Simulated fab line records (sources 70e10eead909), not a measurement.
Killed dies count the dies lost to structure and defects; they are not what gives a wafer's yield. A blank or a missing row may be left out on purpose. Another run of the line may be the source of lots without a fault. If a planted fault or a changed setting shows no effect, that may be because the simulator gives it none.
The tool behind it: which one? | flow nandHarc | 14 lots, 42 wafers sampled, at 5 steps of a route of 1302

== WHAT THE GAUGES SHOWED, per wafer ==
NHARC_P_BONDPAD_CD_MEAS_09 targets a cd of 500 nm. Usual: cdNm 499.7 nm, standard deviation 2.3.
lot  | measured     | on       | cdNm (nm)         | flag
L488 | day 6 13:49  | cdSem-02 | 498.7 497.8 494.5 | 
L489 | day 6 21:55  | cdSem-01 | 503.9 501.5 502.4 | 
L490 | day 7 10:28  | cdSem-02 | 503.6 498.3 501.7 | 
L491 | day 7 15:49  | cdSem-02 | 502.4 499.9 498.4 | 
L492 | day 8 02:23  | cdSem-02 | 499.0 502.2 501.1 | 
L493 | day 8 13:20  | cdSem-02 | 500.2 497.6 501.4 | 
L494 | day 9 05:17  | cdSem-02 | 500.9 499.0 501.1 | 
L495 | day 9 13:22  | cdSem-03 | 498.2 497.7 495.9 | 
L496 | day 9 20:52  | cdSem-02 | 497.9 493.9 498.9 | 
L497 | day 10 11:35 | cdSem-03 | 501.9 502.2 498.5 | 
L506 | day 14 02:52 | cdSem-03 | 503.9 503.1 498.7 | 
L507 | day 14 18:19 | cdSem-03 | 501.5 500.5 500.3 | 
L510 | day 15 16:13 | cdSem-03 | 503.7 502.7 503.5 | 
L511 | day 15 23:28 | cdSem-01 | 501.6 499.6 501.6 | 

NHARC_END_SORT_01. Usual: defectLimitedYield is 90.2 % with standard deviation 2.3, killedAtArray is 62 with standard deviation 15, killedAtOther is 0.8 with standard deviation 1, killedAtPeriphery is 3.7 with standard deviation 2.6, killedDies is 66 with standard deviation 15, killedOpen is 3.1 with standard deviation 1.8, and killedShort is 2.6 with standard deviation 1.7.
lot  | measured     | on        | defectLimitedYield (%) | killedAtArray | killedAtOther | killedAtPeriphery | killedDies | killedOpen | killedShort | flag
L490 | day 24 23:14 | prober-02 | 86.4 89.2 88.2         | 84 67 76      | 2 3 1         | 6 3 3             | 92 73 80   | 1 2 4      | 1 1 4       | 
L491 | day 26 01:07 | prober-02 | 92.6 92.3 93.9         | 48 48 40      | 0 0 0         | 2 4 1             | 50 52 41   | 6 0 0      | 2 1 1       | 
L492 | day 26 00:17 | prober-01 | 86.0 85.8 88.5         | 89 95 76      | 0 0 0         | 6 1 2             | 95 96 78   | 3 7 3      | 2 2 3       | 
L495 | day 27 15:35 | prober-02 | 95.4 93.2 94.7         | 28 43 34      | 1 1 0         | 2 2 2             | 31 46 36   | 3 3 0      | 0 1 1       | 
L497 | day 28 07:16 | prober-01 | 91.7 90.1 90.8         | 56 64 60      | 0 0 0         | 0 3 2             | 56 67 62   | 1 7 3      | 5 2 2       | 
L507 | day 33 08:45 | prober-02 | 87.0 88.6 87.7         | 83 73 70      | 0 0 0         | 5 4 13            | 88 77 83   | 7 3 2      | 3 2 4       | 

== EACH LOT AND THE TOOL THAT RAN IT (in order: tool; ch and the chambers of the sampled wafers; start) ==
lot  | NHARC_P_M2_DEP_33               | NHARC_P_BONDPAD_CMP_32        | NHARC_P_BONDPAD_SOFTBAKE_04
L488 | pecvd-03 ch 0,1,2, day 6 12:20  | cmp-03 ch 0,2, day 6 13:08    | lithoTrack-05 ch 0, day 6 13:00
L489 | pecvd-04 ch 0,2, day 6 20:10    | cmp-01 ch 2,3, day 6 21:07    | lithoTrack-05 ch 0, day 6 21:00
L490 | pecvd-04 ch 0,1, day 7 08:52    | cmp-01 ch 1,2,3, day 7 09:39  | lithoTrack-05 ch 0, day 7 10:00
L491 | pecvd-04 ch 0,1,2, day 7 14:16  | cmp-04 ch 0,1, day 7 15:01    | lithoTrack-03 ch 0, day 7 15:00
L492 | pecvd-01 ch 0,1,2, day 8 00:52  | cmp-03 ch 0,1,2, day 8 01:43  | lithoTrack-03 ch 0, day 8 02:00
L493 | pecvd-01 ch 0,1, day 8 11:47    | cmp-03 ch 1,2, day 8 12:31    | lithoTrack-05 ch 0, day 8 12:00
L494 | pecvd-01 ch 0,1,2, day 9 03:55  | cmp-04 ch 1,2,3, day 9 04:39  | lithoTrack-05 ch 0, day 9 04:00
L495 | pecvd-01 ch 0,1,2, day 9 11:43  | cmp-01 ch 0,2,3, day 9 12:33  | lithoTrack-02 ch 0, day 9 12:00
L496 | pecvd-01 ch 0,1,2, day 9 19:26  | cmp-03 ch 2,3, day 9 20:10    | lithoTrack-02 ch 0, day 9 20:00
L497 | pecvd-04 ch 0,2, day 10 10:09   | cmp-04 ch 1,2, day 10 10:55   | lithoTrack-03 ch 0, day 10 11:00
L506 | pecvd-04 ch 0,1, day 14 01:17   | cmp-04 ch 0,2,3, day 14 02:05 | lithoTrack-03 ch 0, day 14 02:00
L507 | pecvd-01 ch 0,1,2, day 14 16:53 | cmp-01 ch 0,2,3, day 14 17:40 | lithoTrack-03 ch 0, day 14 17:00
L510 | pecvd-01 ch 0,1, day 15 14:38   | cmp-01 ch 1,2, day 15 15:24   | lithoTrack-02 ch 0, day 15 15:00
L511 | pecvd-03 ch 0,2, day 15 21:55   | cmp-04 ch 0,2, day 15 22:38   | lithoTrack-02 ch 0, day 15 23:00
- NHARC_P_M2_DEP_33: deposits SiCN, target thk 30 nm.
- NHARC_P_BONDPAD_CMP_32: polishes SiCN, target thk 200 nm.
- NHARC_P_BONDPAD_SOFTBAKE_04: time 70 s.

== WHAT THE TOOLS THEMSELVES READ (means of the sampled wafers that have a number; where no wafer has one, the mark that the record gives instead) ==
NHARC_P_M2_DEP_33. Usual: heaterPowerW 584 W, standard deviation 110.
lot  | tool     | heaterPowerW (W) | flag
L488 | pecvd-03 | 538              | 
L489 | pecvd-04 | 618              | 
L490 | pecvd-04 | 701              | 
L491 | pecvd-04 | 649              | 
L492 | pecvd-01 | 556              | 
L493 | pecvd-01 | 639              | 
L494 | pecvd-01 | 566              | 
L495 | pecvd-01 | 594              | 
L496 | pecvd-01 | 559              | 
L497 | pecvd-04 | 595              | 
L506 | pecvd-04 | 635              | 
L507 | pecvd-01 | 585              | 
L510 | pecvd-01 | 610              | 
L511 | pecvd-03 | 475              | 

NHARC_P_BONDPAD_CMP_32. Usual: motorCurrentA 11.4 A, standard deviation 1.
lot  | tool   | motorCurrentA (A) | flag
L488 | cmp-03 | 13.3              | 
L489 | cmp-01 | 10.9              | 
L490 | cmp-01 | 11.0              | 
L491 | cmp-04 | 10.4              | 
L492 | cmp-03 | 11.5              | 
L493 | cmp-03 | 10.9              | 
L494 | cmp-04 | 11.3              | 
L495 | cmp-01 | 11.0              | 
L496 | cmp-03 | 12.2              | 
L497 | cmp-04 | 11.8              | 
L506 | cmp-04 | 11.1              | 
L507 | cmp-01 | 10.9              | 
L510 | cmp-01 | 11.5              | 
L511 | cmp-04 | 11.6              | 

NHARC_P_BONDPAD_SOFTBAKE_04. Usual: heaterPowerTotalW 201.0 W, standard deviation 1.2.
lot  | tool          | heaterPowerTotalW (W) | flag
L488 | lithoTrack-05 | 201.2                 | 
L489 | lithoTrack-05 | 200.4                 | 
L490 | lithoTrack-05 | 200.5                 | 
L491 | lithoTrack-03 | 200.8                 | 
L492 | lithoTrack-03 | 201.6                 | 
L493 | lithoTrack-05 | 200.2                 | 
L494 | lithoTrack-05 | 200.8                 | 
L495 | lithoTrack-02 | 201.7                 | 
L496 | lithoTrack-02 | 200.3                 | 
L497 | lithoTrack-03 | 200.8                 | 
L506 | lithoTrack-03 | 190.2                 | OFF
L507 | lithoTrack-03 | 189.9                 | OFF
L510 | lithoTrack-02 | 201.3                 | 
L511 | lithoTrack-02 | 200.3                 | 

== THE ANSWER, worked out from the rows above alone ==
Rule: take the mean of a lot's wafers that have a number; if it is more than 3 standard deviations from the usual mean, the lot is off. A lot without any number at a reading at which 4 lots or more have one is off too. Any other lot the step has rows for is counted as sound. After the gauges, taken in route order, come the tools' own readings; for these a lot's mean is taken, as printed above. The first step at which some lot is off is used, and at that step the reading that is off furthest; a lot without a number counts as furthest.
Off: L506, L507, at NHARC_P_BONDPAD_SOFTBAKE_04 (heaterPowerTotalW).
If a tool, at that step or one of the process steps before it, ran each lot that is off and ran no sound lot following the first of them, it fits. One candidate fits, namely lithoTrack-03 at NHARC_P_BONDPAD_SOFTBAKE_04. A fault onset in the window from L497 (day 10 11:00, its last sound lot) to L506 (day 14 02:00, its first lot off) fits.
On the lots that are off, the tool's own readings at NHARC_P_BONDPAD_SOFTBAKE_04 differ by more than 5 times the standard deviation of the sound lots' means, which bears it out; heaterPowerTotalW reads 190.1 W there versus 200.8 W on the sound lots.

== WHAT WAS PUT IN BY THE SIMULATOR ==
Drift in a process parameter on lithoTrack-03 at NHARC_P_BONDPAD_SOFTBAKE_04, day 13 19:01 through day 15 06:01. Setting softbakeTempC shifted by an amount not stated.
Struck lots among those shown: L506, L507. The rule given above showed the same thing.
